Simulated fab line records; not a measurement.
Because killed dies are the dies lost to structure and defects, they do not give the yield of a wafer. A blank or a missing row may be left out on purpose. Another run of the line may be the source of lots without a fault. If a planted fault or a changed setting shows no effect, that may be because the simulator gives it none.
Matching of chambers + flow n5 finfet + N5_HKMG_FIN_ALD_91 on ald metal-04: 4 sister chambers
The step deposits TiN, target thk 1 nm, pulse time 1 s, purge time 3 s. 8 wafers are shown with their chamber, then 12 later ones without.

== WAFERS PAIRED WITH THEIR CHAMBERS ==
| wafer  | chamber | heater power w (W) | precursor pulse height rel |
|--------|---------|--------------------|----------------------------|
| L078.6 | 1       | 962                | 1.005                      |
| L084.2 | 2       | 885                | 1.003                      |
| L086.2 | 2       | 876                | 1.018                      |
| L086.4 | 0       | 899                | 0.988                      |
| L086.5 | 3       | 781                | 0.992                      |
| L092.2 | 0       | 886                | 0.981                      |
| L092.3 | 1       | 1002               | 0.980                      |
| L092.5 | 3       | 803                | 1.026                      |

== WAFERS WHOSE CHAMBER IS MISSING ==
| wafer  | heater power w (W) | precursor pulse height rel |
|--------|--------------------|----------------------------|
| L093.2 | 905                | 1.024                      |
| L093.4 | 962                | 1.006                      |
| L093.6 | 908                | 1.029                      |
| L096.1 | 778                | 1.008                      |
| L096.3 | 883                | 1.031                      |
| L096.4 | 893                | 0.997                      |
| L097.1 | 774                | 0.996                      |
| L097.2 | 880                | 1.001                      |
| L097.3 | 909                | 1.037                      |
| L097.4 | 962                | 1.011                      |
| L097.5 | 889                | 1.000                      |
| L097.6 | 961                | 1.019                      |

== CHAMBER TAKEN BY EACH ==
| wafer  | from the rows above     | in truth |
|--------|-------------------------|----------|
| L093.2 | can't be placed: 2 or 0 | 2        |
| L093.4 | 1                       | 1        |
| L093.6 | can't be placed: 2 or 0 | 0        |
| L096.1 | 3                       | 3        |
| L096.3 | can't be placed: 2 or 0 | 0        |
| L096.4 | can't be placed: 0 or 2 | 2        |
| L097.1 | 3                       | 3        |
| L097.2 | can't be placed: 2 or 0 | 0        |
| L097.3 | can't be placed: 2 or 0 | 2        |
| L097.4 | 1                       | 1        |
| L097.5 | can't be placed: 2 or 0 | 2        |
| L097.6 | 1                       | 1        |
Correct placement for 5 of the 12. Not placeable from these rows: 7 (in 7, the candidates include the true chamber). 0 placed wrongly.
How it was worked out, from the rows above alone: a wafer's distance from a chamber is the root of the sum, over the readings, of the square of ((its reading less the chamber's mean) divided by the reading's scatter). If the next closest chamber is less than 2 further off than the closest, the wafer can't be placed; otherwise it belongs to the closest. A chamber's mean is the mean of its shown wafers. The scatter is the square root of a quotient: the sum, over the shown wafers, of each reading's squared deviation from its chamber's mean, divided by wafers minus chambers.
